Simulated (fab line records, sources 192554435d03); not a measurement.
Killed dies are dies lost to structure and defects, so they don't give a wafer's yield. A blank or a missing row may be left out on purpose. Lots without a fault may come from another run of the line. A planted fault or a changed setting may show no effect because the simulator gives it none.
Which tool did it? | flow n5_finfet | 24 lots, 72 wafers sampled, at 4 steps of a route of 1938

WHAT THE GAUGES READ, wafer by wafer
N5_BEOL_M9_THK_MEAS_01. Usual: M9_ILD_THK 267 nm, standard deviation 3.8.
lot  | measured     | on            | M9_ILD_THK (nm) | flag
L075 | day 9 07:53  | film_metro-01 | 264 267 268     |
L074 | day 9 13:37  | film_metro-02 | 259 262 268     |
L076 | day 10 03:21 | film_metro-01 | 266 263 266     |
L077 | day 10 03:40 | film_metro-02 | 272 265 266     |
L079 | day 10 11:05 | film_metro-02 | 263 270 269     |
L078 | day 10 15:50 | film_metro-02 | 266 267 269     |
L080 | day 10 17:38 | film_metro-01 | 263 263 272     |
L081 | day 10 19:51 | film_metro-01 | 268 273 276     |
L082 | day 11 04:56 | film_metro-01 | 261 264 269     |
L083 | day 11 08:53 | film_metro-02 | 266 262 271     |
L084 | day 12 05:36 | film_metro-01 | 275 270 273     |
L086 | day 13 00:57 | film_metro-01 | 267 268 270     |
L087 | day 13 01:13 | film_metro-01 | 264 270 268     |
L085 | day 13 03:13 | film_metro-01 | 266 267 270     |
L088 | day 13 15:46 | film_metro-01 | 267 270 263     |
L089 | day 13 15:49 | film_metro-01 | 263 269 263     |
L091 | day 13 16:36 | film_metro-01 | 269 269 273     |
L090 | day 13 16:46 | film_metro-01 | 267 270 270     |
L093 | day 13 20:51 | film_metro-01 | 267 268 279     |
L092 | day 13 20:55 | film_metro-02 | 263 273 274     |
L094 | day 13 22:25 | film_metro-02 | 261 262 268     |
L095 | day 15 01:32 | film_metro-01 | 268 268 270     |
L096 | day 15 02:58 | film_metro-01 | 271 270 266     |
L097 | day 15 16:58 | film_metro-02 | 267 270 274     |

N5_BEOL_M9_OVL_MEAS_29. Usual: V8_OVL 0.4 nm, standard deviation 0.69.
lot  | measured     | on         | V8_OVL (nm)    | flag
L075 | day 9 09:35  | overlay-02 | -0.5 -0.1 -0.1 |
L074 | day 9 16:40  | overlay-01 | -0.4 -0.3 -0.2 |
L076 | day 10 06:55 | overlay-02 | 0.2 0.6 0.7    |
L077 | day 10 07:05 | overlay-02 | -1.1 -0.2 -1.0 |
L079 | day 10 12:32 | overlay-01 | 1.3 0.8 1.0    |
L078 | day 10 17:29 | overlay-02 | -0.8 -0.9 0.1  |
L080 | day 10 19:38 | overlay-02 | 1.3 0.5 1.5    |
L081 | day 10 22:08 | overlay-02 | -0.4 1.1 0.6   |
L082 | day 11 07:54 | overlay-01 | 1.0 -0.2 1.3   |
L083 | day 11 11:11 | overlay-02 | 0.4 -0.3 0.2   |
L084 | day 12 07:00 | overlay-02 | -0.5 0.8 0.6   |
L086 | day 13 02:51 | overlay-02 | -0.5 -0.5 -0.9 |
L087 | day 13 03:42 | overlay-01 | 1.1 0.1 0.4    |
L085 | day 13 05:14 | overlay-01 | 0.8 0.2 0.9    |
L088 | day 13 18:34 | overlay-02 | 0.7 0.2 0.8    |
L089 | day 13 18:46 | overlay-02 | -0.5 0.7 0.1   |
L091 | day 13 18:55 | overlay-02 | 1.8 0.4 1.4    |
L090 | day 13 18:58 | overlay-02 | 0.3 0.5 0.6    |
L093 | day 14 02:28 | overlay-01 | -0.7 0.2 0.7   |
L092 | day 14 02:31 | overlay-02 | 0.1 1.2 1.2    |
L094 | day 14 02:34 | overlay-01 | 0.5 1.7 0.3    |
L095 | day 15 07:29 | overlay-02 | 0.2 0.4 -0.1   |
L096 | day 15 07:32 | overlay-01 | 1.4 1.7 1.4    |
L097 | day 15 21:38 | overlay-02 | 0.8 0.3 0.6    |

WHICH TOOL RAN EACH LOT (tool, then ch and the chambers of the sampled wafers, then the start)
lot  | N5_BEOL_M9_DESCUM_16               | N5_BEOL_M9_ETCH_61
L075 | rie_diel-06 ch 0,1,2, day 9 08:45  | rie_diel-06 ch 0,1,2, day 9 08:47
L074 | rie_diel-02 ch 0,1, day 9 15:45    | rie_diel-02 ch 0,1, day 9 15:47
L076 | rie_diel-02 ch 0,1,3, day 10 04:08 | rie_diel-02 ch 0,1,3, day 10 04:11
L077 | rie_diel-01 ch 0,1,3, day 10 04:50 | rie_diel-01 ch 0,1,3, day 10 04:53
L079 | rie_diel-06 ch 0,2, day 10 11:38   | rie_diel-06 ch 0,2, day 10 11:41
L078 | rie_diel-01 ch 1,2, day 10 16:41   | rie_diel-01 ch 1,2, day 10 16:44
L080 | rie_diel-06 ch 1,2, day 10 18:47   | rie_diel-06 ch 1,2, day 10 18:50
L081 | rie_diel-01 ch 0,1,3, day 10 21:04 | rie_diel-01 ch 0,1,3, day 10 21:05
L082 | rie_diel-06 ch 1,2,3, day 11 06:26 | rie_diel-06 ch 1,2,3, day 11 06:29
L083 | rie_diel-02 ch 0,1, day 11 10:17   | rie_diel-02 ch 0,1, day 11 10:19
L084 | rie_diel-02 ch 0,1, day 12 06:10   | rie_diel-02 ch 0,1, day 12 06:11
L086 | rie_diel-06 ch 0,1, day 13 01:52   | rie_diel-06 ch 0,1, day 13 01:54
L087 | rie_diel-02 ch 1,2,3, day 13 02:50 | rie_diel-02 ch 1,2,3, day 13 02:52
L085 | rie_diel-06 ch 1,2, day 13 04:20   | rie_diel-06 ch 1,2, day 13 04:22
L088 | rie_diel-02 ch 2,3, day 13 17:22   | rie_diel-02 ch 2,3, day 13 17:23
L089 | rie_diel-06 ch 0,3, day 13 17:27   | rie_diel-06 ch 0,3, day 13 17:29
L091 | rie_diel-06 ch 2,3, day 13 17:47   | rie_diel-06 ch 2,3, day 13 17:49
L090 | rie_diel-06 ch 0,2,3, day 13 18:02 | rie_diel-06 ch 0,2,3, day 13 18:04
L093 | rie_diel-01 ch 0,1, day 13 23:52   | rie_diel-01 ch 0,1, day 13 23:55
L092 | rie_diel-02 ch 2,3, day 13 23:55   | rie_diel-02 ch 2,3, day 13 23:57
L094 | rie_diel-06 ch 0,2, day 14 00:11   | rie_diel-06 ch 0,2, day 14 00:13
L095 | rie_diel-06 ch 0,1, day 15 06:19   | rie_diel-06 ch 0,1, day 15 06:22
L096 | rie_diel-06 ch 0,1,2, day 15 06:34 | rie_diel-06 ch 0,1,2, day 15 06:37
L097 | rie_diel-06 ch 0,2, day 15 19:23   | rie_diel-06 ch 0,2, day 15 19:25
- N5_BEOL_M9_DESCUM_16: chemistry O2, time 7.9 s.
- N5_BEOL_M9_ETCH_61: etches SiARC in CF4, target depth 39 nm, time 65 s.

WHAT THE TOOLS THEMSELVES READ (means of the sampled wafers that have a number; where no wafer has one, the mark that the record gives instead)
N5_BEOL_M9_DESCUM_16. Usual: drypump_motor_current_A 5.5 A, standard deviation 0.36; oes_product_au 0.81 a.u., standard deviation 0.1; rf_vpp_V 243.8 V, standard deviation 1.2; showerhead_plenum_p_Torr 2.14 Torr, standard deviation 0.057; temp_c 40.00 C, standard deviation 0.11; throttle_valve_pct 20.55 %, standard deviation 0.23.
lot  | tool        | drypump_motor_current_A (A) | oes_product_au (a.u.) | rf_vpp_V (V) | showerhead_plenum_p_Torr (Torr) | temp_c (C) | throttle_valve_pct (%) | flag
L075 | rie_diel-06 | 5.4                         | 0.77                  | 244.5        | 2.17                            | 40.01      | 20.63                  |
L074 | rie_diel-02 | 5.8                         | 0.81                  | 243.8        | 2.13                            | 39.97      | 20.45                  |
L076 | rie_diel-02 | 5.8                         | 0.76                  | 243.5        | 2.10                            | 39.99      | 20.58                  |
L077 | rie_diel-01 | 5.3                         | 0.77                  | 243.0        | 2.12                            | 40.00      | 20.61                  |
L079 | rie_diel-06 | 5.1                         | 0.82                  | 244.0        | 2.17                            | 40.09      | 20.55                  |
L078 | rie_diel-01 | 5.6                         | 0.72                  | 244.5        | 2.11                            | 40.07      | 20.50                  |
L080 | rie_diel-06 | 5.7                         | 0.75                  | 244.5        | 2.16                            | 40.01      | 20.73                  |
L081 | rie_diel-01 | 5.3                         | 0.75                  | 243.1        | 2.12                            | 40.00      | 20.62                  |
L082 | rie_diel-06 | 5.3                         | 0.74                  | 242.8        | 2.10                            | 40.07      | 20.78                  |
L083 | rie_diel-02 | 5.9                         | 0.74                  | 243.5        | 2.11                            | 39.97      | 20.50                  |
L084 | rie_diel-02 | 5.9                         | 0.75                  | 243.3        | 2.11                            | 39.96      | 20.51                  |
L086 | rie_diel-06 | 5.7                         | 0.70                  | 243.9        | 2.18                            | 40.04      | 20.77                  |
L087 | rie_diel-02 | 5.8                         | 0.86                  | 243.2        | 2.08                            | 39.98      | 20.29                  |
L085 | rie_diel-06 | 5.7                         | 0.73                  | 244.0        | 2.16                            | 40.11      | 20.76                  |
L088 | rie_diel-02 | 5.7                         | 0.93                  | 243.1        | 2.09                            | 39.93      | 20.07                  |
L089 | rie_diel-06 | 5.0                         | 0.91                  | 244.9        | 2.22                            | 40.10      | 20.61                  |
L091 | rie_diel-06 | 4.9                         | 0.94                  | 245.3        | 2.20                            | 40.08      | 20.61                  |
L090 | rie_diel-06 | 5.1                         | 0.86                  | 244.9        | 2.19                            | 40.08      | 20.60                  |
L093 | rie_diel-01 | 5.4                         | 0.80                  | 242.8        | 2.13                            | 39.95      | 20.64                  |
L092 | rie_diel-02 | 5.7                         | 0.93                  | 243.4        | 2.07                            | 39.95      | 20.27                  |
L094 | rie_diel-06 | 5.1                         | 0.78                  | 243.7        | 2.16                            | 39.94      | 20.59                  |
L095 | rie_diel-06 | 5.8                         | 0.86                  | 243.7        | 2.17                            | 40.00      | 20.52                  |
L096 | rie_diel-06 | 5.4                         | 0.82                  | 244.0        | 2.16                            | 39.95      | 20.57                  |
L097 | rie_diel-06 | 5.2                         | 0.74                  | 244.1        | 2.17                            | 39.87      | 20.63                  |

N5_BEOL_M9_ETCH_61. Usual: drypump_motor_current_A 5.4 A, standard deviation 0.36; etch_rf_on_time_s 63.9 s, standard deviation 2.2; oes_product_au 0.69 a.u., standard deviation 0.086; rf_vpp_V 184.5 V, standard deviation 0.97; showerhead_plenum_p_Torr 2.17 Torr, standard deviation 0.057; throttle_valve_pct 15.64 %, standard deviation 0.26.
lot  | tool        | drypump_motor_current_A (A) | etch_rf_on_time_s (s) | oes_product_au (a.u.) | rf_vpp_V (V) | showerhead_plenum_p_Torr (Torr) | throttle_valve_pct (%) | flag
L075 | rie_diel-06 | 5.4                         | 61.9                  | 0.67                  | 184.1        | 2.19                            | 15.59                  |
L074 | rie_diel-02 | 5.8                         | 67.0                  | 0.68                  | 184.0        | 2.17                            | 15.58                  |
L076 | rie_diel-02 | 5.8                         | 66.6                  | 0.64                  | 184.6        | 2.14                            | 15.70                  |
L077 | rie_diel-01 | 5.3                         | 65.4                  | 0.65                  | 184.3        | 2.16                            | 15.82                  |
L079 | rie_diel-06 | 5.1                         | 62.2                  | 0.71                  | 183.7        | 2.17                            | 15.44                  |
L078 | rie_diel-01 | 5.6                         | 66.6                  | 0.62                  | 184.8        | 2.17                            | 15.81                  |
L080 | rie_diel-06 | 5.7                         | 62.7                  | 0.64                  | 183.7        | 2.18                            | 15.77                  |
L081 | rie_diel-01 | 5.3                         | 65.4                  | 0.64                  | 184.4        | 2.16                            | 15.81                  |
L082 | rie_diel-06 | 5.3                         | 63.3                  | 0.64                  | 184.1        | 2.13                            | 15.90                  |
L083 | rie_diel-02 | 5.9                         | 66.9                  | 0.62                  | 185.1        | 2.15                            | 15.63                  |
L084 | rie_diel-02 | 5.9                         | 66.6                  | 0.62                  | 183.6        | 2.15                            | 15.63                  |
L086 | rie_diel-06 | 5.7                         | 62.2                  | 0.61                  | 184.2        | 2.20                            | 15.80                  |
L087 | rie_diel-02 | 5.8                         | 65.6                  | 0.72                  | 184.5        | 2.13                            | 15.42                  |
L085 | rie_diel-06 | 5.6                         | 63.0                  | 0.63                  | 185.0        | 2.18                            | 15.79                  |
L088 | rie_diel-02 | 5.7                         | 64.8                  | 0.78                  | 184.6        | 2.14                            | 15.25                  |
L089 | rie_diel-06 | 5.0                         | 61.7                  | 0.78                  | 185.6        | 2.28                            | 15.76                  |
L091 | rie_diel-06 | 4.9                         | 62.0                  | 0.81                  | 185.9        | 2.25                            | 15.74                  |
L090 | rie_diel-06 | 5.1                         | 61.6                  | 0.73                  | 184.3        | 2.22                            | 15.63                  |
L093 | rie_diel-01 | 5.4                         | 65.3                  | 0.67                  | 184.8        | 2.18                            | 15.84                  |
L092 | rie_diel-02 | 5.7                         | 63.9                  | 0.79                  | 183.9        | 2.11                            | 15.36                  |
L094 | rie_diel-06 | 5.1                         | 61.6                  | 0.69                  | 184.5        | 2.16                            | 15.49                  |
L095 | rie_diel-06 | 5.7                         | 62.8                  | 0.74                  | 185.1        | 2.19                            | 15.51                  |
L096 | rie_diel-06 | 5.4                         | 63.1                  | 0.71                  | 184.3        | 2.17                            | 15.50                  |
L097 | rie_diel-06 | 5.2                         | 61.9                  | 0.65                  | 184.5        | 2.18                            | 15.55                  |

THE ANSWER, worked out from the rows above alone
Rule: a lot is off if the mean of its wafers that have a number lies more than 3 standard deviations from the usual mean. A lot without any number at a reading at which 4 lots or more have one is off too. The other lots that the step has rows for count as sound. The gauges are gone through in route order, then the tools' own readings, and for those a lot's mean is taken as printed above. The first step at which some lot is off is used, and at that step the reading that is off furthest; a lot without a number counts as furthest.
No lot is off at any reading shown: from this, nothing can be told.

WHAT THE SIMULATOR HAD PUT IN
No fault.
